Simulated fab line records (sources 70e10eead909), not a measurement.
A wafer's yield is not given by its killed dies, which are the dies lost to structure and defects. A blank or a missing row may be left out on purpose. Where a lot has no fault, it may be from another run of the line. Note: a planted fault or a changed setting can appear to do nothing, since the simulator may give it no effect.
Chamber matching :: flow nandHarc :: 4 sister chambers for NHARC_P_M1_DESCUM_14 on rieDiel-07
The step chemistry O2, time 3 s. 8 wafers are shown with their chamber, then 8 later ones without.

WAFERS, EACH WITH ITS CHAMBER
wafer: L081.6
chamber: 2
oesProductAu (a.u.): 1.011
rfVppV (V): 57.0

wafer: L082.1
chamber: 2
oesProductAu (a.u.): 1.008
rfVppV (V): 57.1

wafer: L082.4
chamber: 3
oesProductAu (a.u.): 0.984
rfVppV (V): 57.0

wafer: L082.5
chamber: 0
oesProductAu (a.u.): 0.990
rfVppV (V): 58.2

wafer: L083.1
chamber: 0
oesProductAu (a.u.): 0.986
rfVppV (V): 59.0

wafer: L083.2
chamber: 1
oesProductAu (a.u.): 1.009
rfVppV (V): 57.3

wafer: L083.6
chamber: 1
oesProductAu (a.u.): 1.008
rfVppV (V): 58.0

wafer: L088.2
chamber: 3
oesProductAu (a.u.): 0.993
rfVppV (V): 58.1

WAFERS WHOSE CHAMBER IS MISSING
wafer: L088.4
oesProductAu (a.u.): 1.012
rfVppV (V): 59.3

wafer: L088.5
oesProductAu (a.u.): 0.995
rfVppV (V): 57.8

wafer: L091.4
oesProductAu (a.u.): 0.980
rfVppV (V): 56.5

wafer: L091.5
oesProductAu (a.u.): 1.021
rfVppV (V): 56.6

wafer: L091.6
oesProductAu (a.u.): 0.976
rfVppV (V): 59.0

wafer: L090.3
oesProductAu (a.u.): 0.983
rfVppV (V): 57.2

wafer: L090.5
oesProductAu (a.u.): 1.018
rfVppV (V): 57.0

wafer: L090.6
oesProductAu (a.u.): 0.985
rfVppV (V): 57.7

WHICH CHAMBER EACH WENT THROUGH
wafer: L088.4
from the rows above: can't be placed: 1 or 2
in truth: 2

wafer: L088.5
from the rows above: can't be placed: 3 or 0 or 1
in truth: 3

wafer: L091.4
from the rows above: can't be placed: 3 or 0
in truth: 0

wafer: L091.5
from the rows above: can't be placed: 2 or 1
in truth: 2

wafer: L091.6
from the rows above: can't be placed: 0 or 3
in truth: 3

wafer: L090.3
from the rows above: can't be placed: 3 or 0
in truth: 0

wafer: L090.5
from the rows above: can't be placed: 2 or 1
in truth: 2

wafer: L090.6
from the rows above: can't be placed: 3 or 0
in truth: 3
Correctly placed: 0 of 8. Cannot be placed on the basis of these rows: 8; the candidates contain the true chamber in 8. Number placed wrongly: 0.
How it was worked out, from the rows above alone: a wafer's distance from a chamber is the root of the sum, over the readings, of the square of ((its reading less the chamber's mean) divided by the reading's scatter). The wafer belongs to the nearest chamber; if the next one is less than 2 further off, it can't be placed. A chamber's mean is the mean of its shown wafers. The scatter: take each reading less its chamber's mean, square it, sum over the shown wafers, divide by the number of wafers less the number of chambers, and take the root.
